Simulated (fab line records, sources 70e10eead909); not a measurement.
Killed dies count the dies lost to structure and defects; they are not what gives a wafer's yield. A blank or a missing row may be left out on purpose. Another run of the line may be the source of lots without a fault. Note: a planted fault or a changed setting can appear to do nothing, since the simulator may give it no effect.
What tool caused it? | flow nand-harc | 24 lots, 72 wafers sampled, at 6 steps of a route of 1302

WHAT EACH GAUGE READ, for each wafer
The record lacks any reading of a measuring or inspecting step that a usual standard deviation could be used to judge.

WHICH TOOL RAN EACH LOT (tool, then ch and the chambers of the sampled wafers, then the start)
lot  | NHARC_A_STAIRCASE_ETCH_236                    | NHARC_A_STAIRCASE_HM_DEP_459  | NHARC_A_STAIRCASE_ALD_420        | NHARC_A_STAIRCASE_CMP_152     | NHARC_A_STAIRCASE_STRIP_475        | NHARC_A_SGD_CUT_ETCH_16
L075 | rie-diel-01 ch 0,1, day 17 01:35 or earlier   | acl-dep-02 ch 0, day 17 01:35 | ald-hk-04 ch 1,3, day 17 21:55   | cmp-02 ch 1,2, day 19 12:35   | rie-diel-04 ch 0,1,3, no start     | rie-diel-03 ch 0,2,3, no start
L074 | rie-diel-09 ch 1,2,3, day 17 05:08 or earlier | acl-dep-01 ch 0, day 17 05:08 | ald-hk-04 ch 0,2,3, day 17 23:52 | cmp-04 ch 1,2,3, day 19 13:41 | rie-diel-01 ch 1,2,3, day 19 14:50 | rie-diel-10 ch 0,1,3, no start
L076 | rie-diel-09 ch 0,1,3, day 17 16:38 or earlier | acl-dep-03 ch 0, day 17 16:38 | ald-hk-02 ch 1,2,3, day 18 07:34 | cmp-02 ch 0,2, day 19 23:29   | rie-diel-09 ch 0,2,3, no start     | rie-diel-13 ch 2,3, no start
L077 | rie-diel-04 ch 2,3, day 18 12:21 or earlier   | acl-dep-02 ch 0, day 18 12:21 | ald-hk-02 ch 2,3, day 19 06:16   | cmp-04 ch 0,1,3, day 20 19:52 | rie-diel-01 ch 2,3, no start       | rie-diel-03 ch 0,1,2, no start
L078 | rie-diel-04 ch 0,2,3, day 18 13:40 or earlier | acl-dep-03 ch 0, day 18 13:40 | ald-hk-02 ch 1,2,3, day 19 07:13 | cmp-02 ch 0,1,3, day 20 19:43 | rie-diel-01 ch 0,2,3, no start     | rie-diel-13 ch 0,1,2, no start
L079 | rie-diel-09 ch 0,2,3, day 18 13:52 or earlier | acl-dep-01 ch 0, day 18 13:52 | ald-hk-02 ch 0,1,3, day 19 09:53 | cmp-02 ch 0,1,3, day 21 01:22 | rie-diel-09 ch 0,1,3, no start     | rie-diel-13 ch 0,2,3, no start
L080 | rie-diel-04 ch 1,2, day 19 07:43 or earlier   | acl-dep-02 ch 0, day 19 07:43 | ald-hk-04 ch 1,3, day 19 23:04   | cmp-04 ch 1,3, day 21 19:32   | rie-diel-01 ch 1,3, no start       | rie-diel-10 ch 1,3, no start
L081 | rie-diel-09 ch 1,2, day 19 11:36 or earlier   | acl-dep-03 ch 0, day 19 11:36 | ald-hk-03 ch 0,1,3, day 20 02:37 | cmp-03 ch 2,3, day 21 19:49   | rie-diel-04 ch 0,2, no start       | rie-diel-03 ch 0,2,3, no start
L082 | rie-diel-09 ch 1,2,3, day 20 03:25 or earlier | acl-dep-02 ch 0, day 20 03:25 | ald-hk-03 ch 1,2,3, day 20 20:59 | cmp-04 ch 0,1,2, day 22 13:37 | rie-diel-04 ch 0,2,3, no start     | rie-diel-03 ch 0,1,3, no start
L083 | rie-diel-01 ch 1,2,3, day 20 05:14 or earlier | acl-dep-02 ch 0, day 20 05:14 | ald-hk-02 ch 0,2, day 20 21:08   | cmp-03 ch 1,2, day 22 14:49   | rie-diel-09 ch 0,1,3, no start     | rie-diel-10 ch 0,2,3, no start
L085 | rie-diel-01 ch 0,1,2, day 20 22:54 or earlier | acl-dep-02 ch 0, day 20 22:54 | ald-hk-04 ch 0,1,3, day 21 14:20 | cmp-03 ch 0,2,3, day 23 06:59 | rie-diel-09 ch 0,1,3, no start     | rie-diel-13 ch 1,2,3, no start
L084 | rie-diel-01 ch 1,3, day 21 02:35 or earlier   | acl-dep-03 ch 0, day 21 02:35 | ald-hk-03 ch 1,2,3, day 21 20:06 | cmp-04 ch 0,2,3, day 23 16:10 | rie-diel-09 ch 1,3, no start       | rie-diel-03 ch 1,2, no start
L086 | rie-diel-04 ch 0,1,3, day 21 14:23 or earlier | acl-dep-01 ch 0, day 21 14:23 | ald-hk-02 ch 1,2,3, day 22 10:20 | cmp-03 ch 0,2,3, day 24 02:50 | rie-diel-01 ch 0,3, no start       | rie-diel-13 ch 0,1,2, no start
L087 | rie-diel-09 ch 1,2,3, day 22 13:21 or earlier | acl-dep-01 ch 0, day 22 13:21 | ald-hk-04 ch 0,2,3, day 23 04:20 | cmp-03 ch 1,2,3, day 24 18:32 | rie-diel-09 ch 1,2, day 24 19:40   | rie-diel-13 ch 0,1,3, no start
L088 | rie-diel-01 ch 1,2, day 22 23:58 or earlier   | acl-dep-02 ch 0, day 22 23:58 | ald-hk-04 ch 0,1,2, day 23 19:49 | cmp-02 ch 1,2, day 25 12:23   | rie-diel-09 ch 1,2,3, no start     | rie-diel-03 ch 1,2, no start
L089 | rie-diel-09 ch 2,3, day 22 23:43 or earlier   | acl-dep-01 ch 0, day 22 23:43 | ald-hk-02 ch 0,3, day 23 19:49   | cmp-02 ch 0,1,3, day 25 12:07 | rie-diel-04 ch 1,2,3, no start     | rie-diel-10 ch 0,2, no start
L090 | rie-diel-01 ch 0,2,3, day 23 17:02 or earlier | acl-dep-01 ch 0, day 23 17:02 | ald-hk-02 ch 2,3, day 24 10:01   | cmp-03 ch 0,1,2, day 26 06:46 | rie-diel-01 ch 0,2,3, no start     | rie-diel-03 ch 1,2,3, no start
L091 | rie-diel-01 ch 0,1,3, day 23 19:11 or earlier | acl-dep-01 ch 0, day 23 19:11 | ald-hk-04 ch 0,1,2, day 24 12:44 | cmp-04 ch 1,2,3, day 26 07:40 | rie-diel-01 ch 0,2,3, no start     | rie-diel-13 ch 0,1,3, no start
L093 | rie-diel-09 ch 0,1,2, day 24 21:06 or earlier | acl-dep-02 ch 0, day 24 21:06 | ald-hk-02 ch 0,2,3, day 25 12:46 | cmp-04 ch 0,1,2, day 27 07:17 | rie-diel-01 ch 0,1,2, no start     | rie-diel-10 ch 0,1,2, no start
L092 | rie-diel-04 ch 1,2,3, day 24 21:54 or earlier | acl-dep-03 ch 0, day 24 21:54 | ald-hk-03 ch 0,1,3, day 25 12:46 | cmp-04 ch 0,1,3, day 27 07:29 | rie-diel-09 ch 0,1,3, no start     | rie-diel-03 ch 0,1,2, no start
L095 | rie-diel-01 ch 1,3, day 25 09:30 or earlier   | acl-dep-01 ch 0, day 25 09:30 | ald-hk-03 ch 1,3, day 26 01:11   | cmp-04 ch 1,3, day 27 18:37   | rie-diel-09 ch 0,1,3, no start     | rie-diel-10 ch 0,1, no start
L094 | rie-diel-09 ch 1,2, day 25 09:59 or earlier   | acl-dep-03 ch 0, day 25 09:59 | ald-hk-04 ch 0,1, day 26 01:06   | cmp-04 ch 0,2,3, day 27 19:15 | rie-diel-04 ch 0,2,3, no start     | rie-diel-13 ch 1,3, no start
L096 | rie-diel-09 ch 1,2, day 25 11:20 or earlier   | acl-dep-01 ch 0, day 25 11:20 | ald-hk-02 ch 1,3, day 26 01:25   | cmp-03 ch 0,1,3, day 27 19:14 | rie-diel-04 ch 0,1,2, no start     | rie-diel-03 ch 1,2,3, no start
L097 | rie-diel-04 ch 0,1,3, day 26 02:36 or earlier | acl-dep-02 ch 0, day 26 02:36 | ald-hk-02 ch 1,2,3, day 26 18:39 | cmp-04 ch 0,1,2, day 28 06:28 | rie-diel-01 ch 0,2,3, no start     | rie-diel-10 ch 0,2,3, no start
- NHARC_A_STAIRCASE_ETCH_236: etches the open film in C4F8/O2, target depth 100 nm, time 40.5 s.
- NHARC_A_STAIRCASE_HM_DEP_459: deposits aC, target thk 1500 nm.
- NHARC_A_STAIRCASE_ALD_420: deposits SiO2, target thk 20 nm, pulse time 6 s, ald cycles 200.
- NHARC_A_STAIRCASE_CMP_152: polishes.
- NHARC_A_STAIRCASE_STRIP_475: strips in O2, time 20 s.
- NHARC_A_SGD_CUT_ETCH_16: etches the open film in C4F8/O2/Ar, target depth 310.5 nm, time 155.2 s.

WHAT THE TOOLS THEMSELVES READ (means of the sampled wafers that have a number; where no wafer has one, the mark that the record gives instead)
NHARC_A_STAIRCASE_ETCH_236.
lot  | tool        | oes-product-au (a.u.) | rf-vpp-V (V)
L075 | rie-diel-01 | 0.945                 | 892
L074 | rie-diel-09 | 0.938                 | 898
L076 | rie-diel-09 | 0.946                 | 898
L077 | rie-diel-04 | 0.947                 | 890
L078 | rie-diel-04 | 0.945                 | 895
L079 | rie-diel-09 | 0.944                 | 893
L080 | rie-diel-04 | 0.948                 | 887
L081 | rie-diel-09 | 0.947                 | 893
L082 | rie-diel-09 | 0.937                 | 898
L083 | rie-diel-01 | 0.938                 | 899
L085 | rie-diel-01 | 0.942                 | 893
L084 | rie-diel-01 | 0.941                 | 901
L086 | rie-diel-04 | 0.950                 | 894
L087 | rie-diel-09 | 0.965                 | 898
L088 | rie-diel-01 | 0.944                 | 893
L089 | rie-diel-09 | 0.956                 | 893
L090 | rie-diel-01 | 0.934                 | 898
L091 | rie-diel-01 | 0.920                 | 896
L093 | rie-diel-09 | 0.936                 | 898
L092 | rie-diel-04 | 0.948                 | 896
L095 | rie-diel-01 | 0.946                 | 900
L094 | rie-diel-09 | 0.940                 | 895
L096 | rie-diel-09 | 0.929                 | 895
L097 | rie-diel-04 | 0.941                 | 900

NHARC_A_STAIRCASE_HM_DEP_459.
lot  | tool       | throttle-valve-pct (%)
L075 | acl-dep-02 | 34.998
L074 | acl-dep-01 | 35.005
L076 | acl-dep-03 | 34.996
L077 | acl-dep-02 | 34.996
L078 | acl-dep-03 | 34.995
L079 | acl-dep-01 | 34.999
L080 | acl-dep-02 | 34.996
L081 | acl-dep-03 | 35.000
L082 | acl-dep-02 | 34.995
L083 | acl-dep-02 | 34.995
L085 | acl-dep-02 | 34.997
L084 | acl-dep-03 | 34.993
L086 | acl-dep-01 | 35.005
L087 | acl-dep-01 | 34.995
L088 | acl-dep-02 | 35.001
L089 | acl-dep-01 | 35.002
L090 | acl-dep-01 | 35.003
L091 | acl-dep-01 | 34.998
L093 | acl-dep-02 | 35.004
L092 | acl-dep-03 | 35.005
L095 | acl-dep-01 | 35.000
L094 | acl-dep-03 | 35.006
L096 | acl-dep-01 | 35.002
L097 | acl-dep-02 | 34.996

NHARC_A_STAIRCASE_ALD_420.
lot  | tool      | heater-power-w (W) | precursor-pulse-height-rel
L075 | ald-hk-04 | 460                | 0.978
L074 | ald-hk-04 | 499                | 1.008
L076 | ald-hk-02 | 474                | 0.995
L077 | ald-hk-02 | 476                | 1.022
L078 | ald-hk-02 | 467                | 0.990
L079 | ald-hk-02 | 501                | 1.002
L080 | ald-hk-04 | 450                | 0.998
L081 | ald-hk-03 | 471                | 0.998
L082 | ald-hk-03 | 467                | 1.022
L083 | ald-hk-02 | 431                | 1.015
L085 | ald-hk-04 | 461                | 1.001
L084 | ald-hk-03 | 468                | 0.991
L086 | ald-hk-02 | 463                | 1.013
L087 | ald-hk-04 | 484                | 0.989
L088 | ald-hk-04 | 500                | 0.996
L089 | ald-hk-02 | 477                | 0.995
L090 | ald-hk-02 | 449                | 0.982
L091 | ald-hk-04 | 496                | 1.025
L093 | ald-hk-02 | 445                | 1.008
L092 | ald-hk-03 | 462                | 1.010
L095 | ald-hk-03 | 447                | 1.003
L094 | ald-hk-04 | 465                | 1.016
L096 | ald-hk-02 | 473                | 1.008
L097 | ald-hk-02 | 451                | 1.007

NHARC_A_STAIRCASE_CMP_152.
lot  | tool   | motor-current-A (A)
L075 | cmp-02 | 12.2
L074 | cmp-04 | 11.9
L076 | cmp-02 | 12.8
L077 | cmp-04 | 12.5
L078 | cmp-02 | 11.6
L079 | cmp-02 | 11.5
L080 | cmp-04 | 12.4
L081 | cmp-03 | 12.3
L082 | cmp-04 | 12.7
L083 | cmp-03 | 13.9
L085 | cmp-03 | 12.9
L084 | cmp-04 | 12.4
L086 | cmp-03 | 12.7
L087 | cmp-03 | 12.4
L088 | cmp-02 | 12.9
L089 | cmp-02 | 11.5
L090 | cmp-03 | 13.1
L091 | cmp-04 | 12.1
L093 | cmp-04 | 12.9
L092 | cmp-04 | 12.6
L095 | cmp-04 | 12.0
L094 | cmp-04 | 12.4
L096 | cmp-03 | 11.9
L097 | cmp-04 | 12.9

NHARC_A_STAIRCASE_STRIP_475.
lot  | tool        | drypump-motor-current-A (A) | oes-product-au (a.u.) | rf-vpp-V (V) | showerhead-plenum-p-Torr (Torr) | throttle-valve-pct (%)
L075 | rie-diel-04 | 5.4                         | 1.004                 | 57.9         | 3.49                            | 17.034
L074 | rie-diel-01 | 6.2                         | 0.996                 | 58.0         | 3.60                            | 17.042
L076 | rie-diel-09 | 5.8                         | 0.993                 | 57.2         | 3.45                            | 17.045
L077 | rie-diel-01 | 6.6                         | 0.999                 | 57.6         | 3.73                            | 17.035
L078 | rie-diel-01 | 6.0                         | 0.993                 | 57.7         | 3.61                            | 17.039
L079 | rie-diel-09 | 5.8                         | 0.989                 | 57.7         | 3.56                            | 17.041
L080 | rie-diel-01 | 6.5                         | 0.987                 | 58.3         | 3.65                            | 17.027
L081 | rie-diel-04 | 5.5                         | 0.981                 | 57.2         | 3.44                            | 17.039
L082 | rie-diel-04 | 5.5                         | 0.995                 | 56.5         | 3.48                            | 17.028
L083 | rie-diel-09 | 5.8                         | 1.002                 | 57.9         | 3.74                            | 17.042
L085 | rie-diel-09 | 5.7                         | 1.002                 | 57.8         | 3.74                            | 17.033
L084 | rie-diel-09 | 5.7                         | 1.013                 | 58.4         | 3.73                            | 17.040
L086 | rie-diel-01 | 5.8                         | 0.999                 | 57.4         | 3.53                            | 17.030
L087 | rie-diel-09 | 6.0                         | 0.991                 | 57.3         | 3.41                            | 17.035
L088 | rie-diel-09 | 5.8                         | 0.999                 | 58.5         | 3.56                            | 17.030
L089 | rie-diel-04 | 5.3                         | 0.997                 | 57.7         | 3.50                            | 17.042
L090 | rie-diel-01 | 6.1                         | 0.999                 | 57.8         | 3.58                            | 17.031
L091 | rie-diel-01 | 6.0                         | 1.002                 | 57.6         | 3.58                            | 17.036
L093 | rie-diel-01 | 5.7                         | 1.003                 | 58.0         | 3.44                            | 17.033
L092 | rie-diel-09 | 5.8                         | 0.996                 | 57.8         | 3.72                            | 17.030
L095 | rie-diel-09 | 5.8                         | 0.998                 | 57.7         | 3.72                            | 17.043
L094 | rie-diel-04 | 5.5                         | 1.004                 | 57.9         | 3.46                            | 17.038
L096 | rie-diel-04 | 5.4                         | 0.996                 | 58.5         | 3.59                            | 17.042
L097 | rie-diel-01 | 6.0                         | 1.000                 | 58.2         | 3.57                            | 17.044

NHARC_A_SGD_CUT_ETCH_16.
lot  | tool        | oes-product-au (a.u.) | rf-vpp-V (V)
L075 | rie-diel-03 | 0.982                 | 725
L074 | rie-diel-10 | 0.964                 | 723
L076 | rie-diel-13 | 0.975                 | 722
L077 | rie-diel-03 | 0.978                 | 725
L078 | rie-diel-13 | 0.977                 | 721
L079 | rie-diel-13 | 0.976                 | 721
L080 | rie-diel-10 | 0.936                 | 721
L081 | rie-diel-03 | 0.971                 | 723
L082 | rie-diel-03 | 0.969                 | 722
L083 | rie-diel-10 | 0.979                 | 725
L085 | rie-diel-13 | 0.976                 | 720
L084 | rie-diel-03 | 0.973                 | 723
L086 | rie-diel-13 | 0.963                 | 721
L087 | rie-diel-13 | 0.970                 | 718
L088 | rie-diel-03 | 0.949                 | 723
L089 | rie-diel-10 | 0.982                 | 725
L090 | rie-diel-03 | 0.970                 | 720
L091 | rie-diel-13 | 0.978                 | 718
L093 | rie-diel-10 | 0.949                 | 723
L092 | rie-diel-03 | 0.971                 | 726
L095 | rie-diel-10 | 0.987                 | 720
L094 | rie-diel-13 | 0.968                 | 718
L096 | rie-diel-03 | 0.974                 | 721
L097 | rie-diel-10 | 0.961                 | 725

THE ANSWER, worked out from the rows above alone
Rule: what is usual is taken from the lots themselves. The widest of any qualifying gaps counts: lots, ordered by their means at a reading, are off when they make up no more than a third of the lots, leave a main group of 4 or more, and stand apart from it by 3 or more times the standard deviation of that group's means. A main group is skipped when, at the precision printed for the reading in the tables above, its means are all equal. Also off: a lot with no number at a reading for which 4 or more lots have one. Where the step has rows for the other lots, those lots are counted as sound. The gauges are gone through in route order, then the tools' own readings, and for those a lot's mean is taken as printed above. At the first step where some lot is off, the reading lying furthest off is the one used; lots without a number count as furthest.
Across all readings shown, no lot is off: no conclusion can be drawn from this.

WHAT HAD BEEN PUT IN BY THE SIMULATOR
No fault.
